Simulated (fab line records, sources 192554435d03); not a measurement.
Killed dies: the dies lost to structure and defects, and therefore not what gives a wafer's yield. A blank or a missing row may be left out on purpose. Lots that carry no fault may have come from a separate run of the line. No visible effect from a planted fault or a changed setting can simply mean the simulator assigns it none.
Which tool was responsible? :: flow n5Finfet :: 29 wafers from 10 lots sampled at 6 of the route's 1938 steps

== WHAT THE GAUGES SHOWED, per wafer ==
N5_BEOL_M0_SAQP_THK_MEAS_05. Usual: thkNm 60.3 nm, standard deviation 0.73.
lot: L811
measured: day 5 08:18
on: filmMetro-02
thkNm (nm): 61.0 59.4 62.2
flag: 

lot: L814
measured: day 6 03:10
on: filmMetro-01
thkNm (nm): 58.9 59.6 60.2
flag: 

lot: L815
measured: day 6 12:40
on: filmMetro-02
thkNm (nm): 59.5 60.7 60.3
flag: 

lot: L816
measured: day 6 16:59
on: filmMetro-02
thkNm (nm): 59.6 59.7 61.2
flag: 

lot: L820
measured: day 7 17:42
on: filmMetro-01
thkNm (nm): 60.4 60.8 61.1
flag: 

lot: L822
measured: day 8 09:15
on: filmMetro-01
thkNm (nm): 62.9 61.6
flag: 

lot: L826
measured: day 9 01:58
on: filmMetro-02
thkNm (nm): 59.9 62.0 63.3
flag: 

lot: L828
measured: day 9 13:43
on: filmMetro-01
thkNm (nm): 59.3 59.3 59.6
flag: 

lot: L830
measured: day 10 01:57
on: filmMetro-01
thkNm (nm): 59.1 60.7 60.2
flag: 

lot: L832
measured: day 10 19:49
on: filmMetro-01
thkNm (nm): 60.2 60.1 60.2
flag: 

N5_BEOL_M0_SAQP_OVL_MEAS_15. Usual: M0_CORE_OVL gives 0.1 nm (standard deviation 0.96).
lot: L811
measured: day 5 08:44
on: overlay-02
M0_CORE_OVL (nm): -0.4 -0.6 -0.4
flag: 

lot: L814
measured: day 6 03:40
on: overlay-02
M0_CORE_OVL (nm): -0.5 0.5 0.1
flag: 

lot: L815
measured: day 6 13:03
on: overlay-02
M0_CORE_OVL (nm): 0.9 0.1 -0.2
flag: 

lot: L816
measured: day 6 17:22
on: overlay-01
M0_CORE_OVL (nm): 0.4 -1.0 -1.0
flag: 

lot: L820
measured: day 7 18:13
on: overlay-02
M0_CORE_OVL (nm): 0.3 0.8 1.8
flag: 

lot: L822
measured: day 8 09:38
on: overlay-02
M0_CORE_OVL (nm): -0.2 0.1
flag: 

lot: L826
measured: day 9 02:29
on: overlay-01
M0_CORE_OVL (nm): 2.5 1.4 1.1
flag: 

lot: L828
measured: day 9 14:14
on: overlay-02
M0_CORE_OVL (nm): -1.9 -0.4 -0.2
flag: 

lot: L830
measured: day 10 02:22
on: overlay-02
M0_CORE_OVL (nm): 1.2 0.5 1.1
flag: 

lot: L832
measured: day 10 20:20
on: overlay-01
M0_CORE_OVL (nm): -0.6 -0.5 1.6
flag: 

N5_BEOL_M4_RC_MEAS_101. Usual: DIBL_N 36.1 mV/V, standard deviation 1.6; DIBL_P 35.8 mV/V, standard deviation 2; IOFF_N 0.157 nA/um, standard deviation 0.029; IOFF_P 0.21 nA/um, standard deviation 0.034; ION_N 677 uA/um, standard deviation 13; ION_P 465 uA/um, standard deviation 8.1; SS_N 71.3 mV/dec, standard deviation 0.61; SS_P 73.2 mV/dec, standard deviation 0.65; VT_N 249 mV, standard deviation 3.3; VT_P -250 mV, standard deviation 3.2.
lot: L811
measured: day 9 13:23
on: prober-02
DIBL_N (mV/V): 37.6 35.0 36.7
DIBL_P (mV/V): 37.7 34.2 37.0
IOFF_N (nA/um): 0.208 0.148 0.181
IOFF_P (nA/um): 0.24 0.19 0.23
ION_N (uA/um): 694 678 676
ION_P (uA/um): 467 468 460
SS_N (mV/dec): 71.5 71.5 71.1
SS_P (mV/dec): 74.4 73.2 73.8
VT_N (mV): 245 247 247
VT_P (mV): -250 -250 -248
flag: 

lot: L814
measured: day 10 01:29
on: prober-01
DIBL_N (mV/V): 33.4 35.9 33.6
DIBL_P (mV/V): 31.8 34.4 31.7
IOFF_N (nA/um): 0.111 0.152 0.112
IOFF_P (nA/um): 0.16 0.20 0.16
ION_N (uA/um): 658 693 679
ION_P (uA/um): 455 473 467
SS_N (mV/dec): 70.3 70.8 70.9
SS_P (mV/dec): 72.7 72.9 72.5
VT_N (mV): 254 248 253
VT_P (mV): -255 -249 -254
flag: 

lot: L815
measured: day 10 13:10
on: prober-01
DIBL_N (mV/V): 36.8 36.6 37.4
DIBL_P (mV/V): 34.7 35.0 35.3
IOFF_N (nA/um): 0.162 0.168 0.169
IOFF_P (nA/um): 0.22 0.23 0.23
ION_N (uA/um): 686 684 670
ION_P (uA/um): 473 465 464
SS_N (mV/dec): 71.3 71.1 71.2
SS_P (mV/dec): 73.4 73.3 72.9
VT_N (mV): 246 245 247
VT_P (mV): -247 -246 -248
flag: 

lot: L816
measured: day 10 16:06
on: prober-02
DIBL_N (mV/V): 36.2 38.4 38.0
DIBL_P (mV/V): 36.1 37.5 37.2
IOFF_N (nA/um): 0.169 0.224 0.212
IOFF_P (nA/um): 0.23 0.26 0.26
ION_N (uA/um): 684 684 685
ION_P (uA/um): 462 466 470
SS_N (mV/dec): 71.8 72.4 72.3
SS_P (mV/dec): 73.3 74.9 74.6
VT_N (mV): 250 246 244
VT_P (mV): -249 -246 -248
flag: 

lot: L820
measured: day 11 17:14
on: prober-01
DIBL_N (mV/V): 33.2 35.7 34.5
DIBL_P (mV/V): 31.2 34.0 32.1
IOFF_N (nA/um): 0.101 0.127 0.107
IOFF_P (nA/um): 0.13 0.16 0.14
ION_N (uA/um): 667 663 642
ION_P (uA/um): 457 454 443
SS_N (mV/dec): 70.6 71.1 71.7
SS_P (mV/dec): 72.3 73.0 72.6
VT_N (mV): 255 255 258
VT_P (mV): -259 -256 -259
flag: 

lot: L822
measured: day 11 12:22
on: prober-02
DIBL_N (mV/V): 36.2 36.2
DIBL_P (mV/V): 36.6 37.0
IOFF_N (nA/um): 0.164 0.176
IOFF_P (nA/um): 0.21 0.23
ION_N (uA/um): 684 688
ION_P (uA/um): 470 476
SS_N (mV/dec): 71.9 71.5
SS_P (mV/dec): 73.2 72.6
VT_N (mV): 245 245
VT_P (mV): -251 -247
flag: 

lot: L826
measured: day 12 12:54
on: prober-01
DIBL_N (mV/V): 38.0 34.2 36.3
DIBL_P (mV/V): 38.6 34.1 35.9
IOFF_N (nA/um): 0.177 0.116 0.141
IOFF_P (nA/um): 0.21 0.15 0.18
ION_N (uA/um): 685 669 666
ION_P (uA/um): 464 459 455
SS_N (mV/dec): 71.6 70.7 71.8
SS_P (mV/dec): 73.8 71.3 72.8
VT_N (mV): 247 253 254
VT_P (mV): -251 -256 -251
flag: 

lot: L828
measured: day 13 19:41
on: prober-01
DIBL_N (mV/V): 36.0 36.1 35.5
DIBL_P (mV/V): 36.3 35.9 35.3
IOFF_N (nA/um): 0.141 0.144 0.136
IOFF_P (nA/um): 0.21 0.22 0.21
ION_N (uA/um): 678 670 664
ION_P (uA/um): 466 460 463
SS_N (mV/dec): 71.5 71.0 71.3
SS_P (mV/dec): 74.2 73.0 73.2
VT_N (mV): 252 250 253
VT_P (mV): -247 -248 -248
flag: 

lot: L830
measured: day 14 03:41
on: prober-01
DIBL_N (mV/V): 36.5 35.2 34.0
DIBL_P (mV/V): 35.9 34.7 34.3
IOFF_N (nA/um): 0.157 0.133 0.127
IOFF_P (nA/um): 0.23 0.21 0.20
ION_N (uA/um): 671 681 683
ION_P (uA/um): 466 476 477
SS_N (mV/dec): 71.4 70.9 71.1
SS_P (mV/dec): 72.8 72.9 72.5
VT_N (mV): 248 253 251
VT_P (mV): -249 -249 -251
flag: 

lot: L832
measured: day 14 09:38
on: prober-02
DIBL_N (mV/V): 36.3 34.6 37.7
DIBL_P (mV/V): 36.8 35.0 38.3
IOFF_N (nA/um): 0.149 0.125 0.171
IOFF_P (nA/um): 0.21 0.17 0.22
ION_N (uA/um): 681 665 680
ION_P (uA/um): 467 463 469
SS_N (mV/dec): 71.3 71.1 71.8
SS_P (mV/dec): 72.9 73.0 73.6
VT_N (mV): 248 251 250
VT_P (mV): -253 -256 -250
flag: 

== WHICH TOOL RAN EACH LOT (tool, then ch and the chambers of the sampled wafers, then the start) ==
lot: L811
N5_MOL_CONTACT_COAG_STRIP_49: plasmaAsher-02 ch 0,1, day 5 02:37
N5_MOL_CONTACT_COAG_CMP_52: cmp-04 ch 1,3, day 5 03:13
N5_BEOL_M0_SAQP_PECVD_04: pecvd-01 ch 0,2, day 5 08:13

lot: L814
N5_MOL_CONTACT_COAG_STRIP_49: plasmaAsher-01 ch 0,1, day 5 21:26
N5_MOL_CONTACT_COAG_CMP_52: cmp-02 ch 1,3, day 5 22:04
N5_BEOL_M0_SAQP_PECVD_04: pecvd-02 ch 0,1, day 6 03:04

lot: L815
N5_MOL_CONTACT_COAG_STRIP_49: plasmaAsher-02 ch 0,1, day 6 07:17
N5_MOL_CONTACT_COAG_CMP_52: cmp-02 ch 0,1,2, day 6 07:57
N5_BEOL_M0_SAQP_PECVD_04: pecvd-03 ch 1,2, day 6 12:34

lot: L816
N5_MOL_CONTACT_COAG_STRIP_49: plasmaAsher-02 ch 0,1, day 6 11:18
N5_MOL_CONTACT_COAG_CMP_52: cmp-02 ch 0,1,3, day 6 12:06
N5_BEOL_M0_SAQP_PECVD_04: pecvd-03 ch 0,2, day 6 16:53

lot: L820
N5_MOL_CONTACT_COAG_STRIP_49: plasmaAsher-01 ch 0,1, day 7 12:47
N5_MOL_CONTACT_COAG_CMP_52: cmp-02 ch 0,3, day 7 13:23
N5_BEOL_M0_SAQP_PECVD_04: pecvd-03 ch 1,2, day 7 17:36

lot: L822
N5_MOL_CONTACT_COAG_STRIP_49: plasmaAsher-01 ch 0,1, day 8 03:21
N5_MOL_CONTACT_COAG_CMP_52: cmp-04 ch 2,3, day 8 03:56
N5_BEOL_M0_SAQP_PECVD_04: pecvd-03 ch 0,2, day 8 09:11

lot: L826
N5_MOL_CONTACT_COAG_STRIP_49: plasmaAsher-02 ch 0,1, day 8 19:56
N5_MOL_CONTACT_COAG_CMP_52: cmp-03 ch 0,2,3, day 8 20:32
N5_BEOL_M0_SAQP_PECVD_04: pecvd-03 ch 1,2, day 9 01:50

lot: L828
N5_MOL_CONTACT_COAG_STRIP_49: plasmaAsher-02 ch 0,1, day 9 08:14
N5_MOL_CONTACT_COAG_CMP_52: cmp-03 ch 0,1,3, day 9 08:50
N5_BEOL_M0_SAQP_PECVD_04: pecvd-02 ch 1,2, day 9 13:37

lot: L830
N5_MOL_CONTACT_COAG_STRIP_49: plasmaAsher-02 ch 0,1, day 9 19:59
N5_MOL_CONTACT_COAG_CMP_52: cmp-03 ch 0,3, day 9 20:35
N5_BEOL_M0_SAQP_PECVD_04: pecvd-02 ch 1,2, day 10 01:51

lot: L832
N5_MOL_CONTACT_COAG_STRIP_49: plasmaAsher-01 ch 0,1, day 10 10:14
N5_MOL_CONTACT_COAG_CMP_52: cmp-04 ch 1,2,3, day 10 11:03
N5_BEOL_M0_SAQP_PECVD_04: pecvd-01 ch 0,1,2, day 10 19:43
- N5_MOL_CONTACT_COAG_STRIP_49: strips in N2/H2, time 30 s.
- N5_MOL_CONTACT_COAG_CMP_52: polishes, stops on SiO2, t overpolish 1.5 s, target thk 66.5 nm.
- N5_BEOL_M0_SAQP_PECVD_04: deposits a-Si from SiH4/He, target thk 60 nm, time 60.2 s.

== WHAT THE TOOLS THEMSELVES READ (means of the sampled wafers that have a number; where no wafer has one, the mark that the record gives instead) ==
N5_MOL_CONTACT_COAG_STRIP_49. Usual: drypumpMotorCurrentA 6.08 A, standard deviation 0.12; heaterPowerW 318 W, standard deviation 31.
lot: L811
tool: plasmaAsher-02
drypumpMotorCurrentA (A): 6.09
heaterPowerW (W): 325
flag: 

lot: L814
tool: plasmaAsher-01
drypumpMotorCurrentA (A): 6.04
heaterPowerW (W): 336
flag: 

lot: L815
tool: plasmaAsher-02
drypumpMotorCurrentA (A): 6.05
heaterPowerW (W): 306
flag: 

lot: L816
tool: plasmaAsher-02
drypumpMotorCurrentA (A): 6.05
heaterPowerW (W): 307
flag: 

lot: L820
tool: plasmaAsher-01
drypumpMotorCurrentA (A): 6.03
heaterPowerW (W): 337
flag: 

lot: L822
tool: plasmaAsher-01
drypumpMotorCurrentA (A): 6.10
heaterPowerW (W): 319
flag: 

lot: L826
tool: plasmaAsher-02
drypumpMotorCurrentA (A): 6.06
heaterPowerW (W): 307
flag: 

lot: L828
tool: plasmaAsher-02
drypumpMotorCurrentA (A): 6.08
heaterPowerW (W): 326
flag: 

lot: L830
tool: plasmaAsher-02
drypumpMotorCurrentA (A): 6.08
heaterPowerW (W): 324
flag: 

lot: L832
tool: plasmaAsher-01
drypumpMotorCurrentA (A): 6.00
heaterPowerW (W): 330
flag: 

N5_MOL_CONTACT_COAG_CMP_52. Usual: motorCurrentA 12.0 A, standard deviation 1.1; overpolishRunS 1.500 s, standard deviation 0.0093; timeToEndpointS 13.6 s, standard deviation 2.3.
lot: L811
tool: cmp-04
motorCurrentA (A): 12.6
overpolishRunS (s): 1.506
timeToEndpointS (s): 11.6
flag: 

lot: L814
tool: cmp-02
motorCurrentA (A): 12.0
overpolishRunS (s): 1.493
timeToEndpointS (s): 16.7
flag: 

lot: L815
tool: cmp-02
motorCurrentA (A): 13.1
overpolishRunS (s): 1.501
timeToEndpointS (s): 13.2
flag: 

lot: L816
tool: cmp-02
motorCurrentA (A): 12.2
overpolishRunS (s): 1.498
timeToEndpointS (s): 12.8
flag: 

lot: L820
tool: cmp-02
motorCurrentA (A): 12.9
overpolishRunS (s): 1.491
timeToEndpointS (s): 14.3
flag: 

lot: L822
tool: cmp-04
motorCurrentA (A): 11.7
overpolishRunS (s): 1.499
timeToEndpointS (s): 16.2
flag: 

lot: L826
tool: cmp-03
motorCurrentA (A): 11.4
overpolishRunS (s): 1.494
timeToEndpointS (s): 13.5
flag: 

lot: L828
tool: cmp-03
motorCurrentA (A): 10.6
overpolishRunS (s): 1.503
timeToEndpointS (s): 14.4
flag: 

lot: L830
tool: cmp-03
motorCurrentA (A): 10.7
overpolishRunS (s): 1.505
timeToEndpointS (s): 13.1
flag: 

lot: L832
tool: cmp-04
motorCurrentA (A): 12.1
overpolishRunS (s): 1.502
timeToEndpointS (s): 13.1
flag: 

N5_BEOL_M0_SAQP_PECVD_04. Usual: heaterPowerW 601 W, standard deviation 49; showerheadPlenumPTorr 5.67 Torr, standard deviation 0.046; susceptorTempC 349.98 C, standard deviation 0.21; throttleValvePct 18.6 %, standard deviation 1.4.
lot: L811
tool: pecvd-01
heaterPowerW (W): 549
showerheadPlenumPTorr (Torr): 5.72
susceptorTempC (C): 349.84
throttleValvePct (%): 18.2
flag: 

lot: L814
tool: pecvd-02
heaterPowerW (W): 619
showerheadPlenumPTorr (Torr): 5.64
susceptorTempC (C): 349.84
throttleValvePct (%): 19.6
flag: 

lot: L815
tool: pecvd-03
heaterPowerW (W): 563
showerheadPlenumPTorr (Torr): 5.67
susceptorTempC (C): 350.09
throttleValvePct (%): 19.1
flag: 

lot: L816
tool: pecvd-03
heaterPowerW (W): 585
showerheadPlenumPTorr (Torr): 5.71
susceptorTempC (C): 350.12
throttleValvePct (%): 18.3
flag: 

lot: L820
tool: pecvd-03
heaterPowerW (W): 541
showerheadPlenumPTorr (Torr): 5.67
susceptorTempC (C): 350.09
throttleValvePct (%): 19.1
flag: 

lot: L822
tool: pecvd-03
heaterPowerW (W): 623
showerheadPlenumPTorr (Torr): 5.70
susceptorTempC (C): 349.78
throttleValvePct (%): 18.8
flag: 

lot: L826
tool: pecvd-03
heaterPowerW (W): 594
showerheadPlenumPTorr (Torr): 5.67
susceptorTempC (C): 349.81
throttleValvePct (%): 19.0
flag: 

lot: L828
tool: pecvd-02
heaterPowerW (W): 629
showerheadPlenumPTorr (Torr): 5.60
susceptorTempC (C): 349.99
throttleValvePct (%): 19.0
flag: 

lot: L830
tool: pecvd-02
heaterPowerW (W): 615
showerheadPlenumPTorr (Torr): 5.59
susceptorTempC (C): 349.99
throttleValvePct (%): 18.2
flag: 

lot: L832
tool: pecvd-01
heaterPowerW (W): 580
showerheadPlenumPTorr (Torr): 5.69
susceptorTempC (C): 349.91
throttleValvePct (%): 16.9
flag: 

== THE ANSWER, worked out from the rows above alone ==
Rule: a lot counts as off when the mean over its wafers that have a number is more than 3 standard deviations away from the usual mean. A lot without any number at a reading at which 4 lots or more have one is off too. Where the step has rows for the other lots, those lots are counted as sound. The gauges are gone through in route order, then the tools' own readings, and for those a lot's mean is taken as printed above. At the first step where some lot is off, the reading lying furthest off is the one used; lots without a number count as furthest.
Nothing can be told from this: no lot is off at any reading shown.

== WHAT THE SIMULATOR HAD INSERTED ==
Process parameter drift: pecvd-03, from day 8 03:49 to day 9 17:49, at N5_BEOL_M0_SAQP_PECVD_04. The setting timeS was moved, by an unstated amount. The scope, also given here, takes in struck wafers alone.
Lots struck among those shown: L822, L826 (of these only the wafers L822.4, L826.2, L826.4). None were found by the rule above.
